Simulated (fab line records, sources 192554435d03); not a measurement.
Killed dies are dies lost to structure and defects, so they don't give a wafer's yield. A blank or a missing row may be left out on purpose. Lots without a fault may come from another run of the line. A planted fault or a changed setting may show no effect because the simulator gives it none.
Chamber matching | flow n5_finfet | N5_MOL_CONTACT_COAG_VIA_ETCH_46 on rie_diel-02: 3 sister chambers
The step etches SiO2 in C4F6/O2, target depth 46 nm, overetch 9.2 nm, time 40 s. 3 wafers are shown with their chamber, then 6 later ones without.

WAFERS WITH THEIR CHAMBER
wafer  | chamber | throttle_valve_pct (%)
L082.6 | 2       | 41.03
L086.2 | 3       | 40.35
L086.3 | 1       | 40.62

WAFERS WITHOUT THEIR CHAMBER
wafer  | throttle_valve_pct (%)
L089.1 | 40.64
L089.3 | 40.36
L089.4 | 40.38
L091.3 | 40.64
L091.4 | 40.37
L091.5 | 40.63

WHICH CHAMBER EACH WENT THROUGH
wafer  | from the rows above | in truth
L089.1 | 1                   | 1
L089.3 | 3                   | 3
L089.4 | 3                   | 3
L091.3 | 1                   | 1
L091.4 | 3                   | 3
L091.5 | 1                   | 1
Placed correctly: 6 of 6. Can't be placed from these rows: 0. Placed wrongly: 0.
How it was worked out, from the rows above alone: a wafer's distance from a chamber is the root of the sum, over the readings, of the square of ((its reading less the chamber's mean) divided by the reading's scatter). The wafer belongs to the nearest chamber; if the next one is less than 2 further off, it can't be placed. A chamber's mean is the mean of its shown wafers. The scatter: with one shown wafer a chamber, the root of the mean of the squares of how far each hidden wafer lies from its nearest shown one.
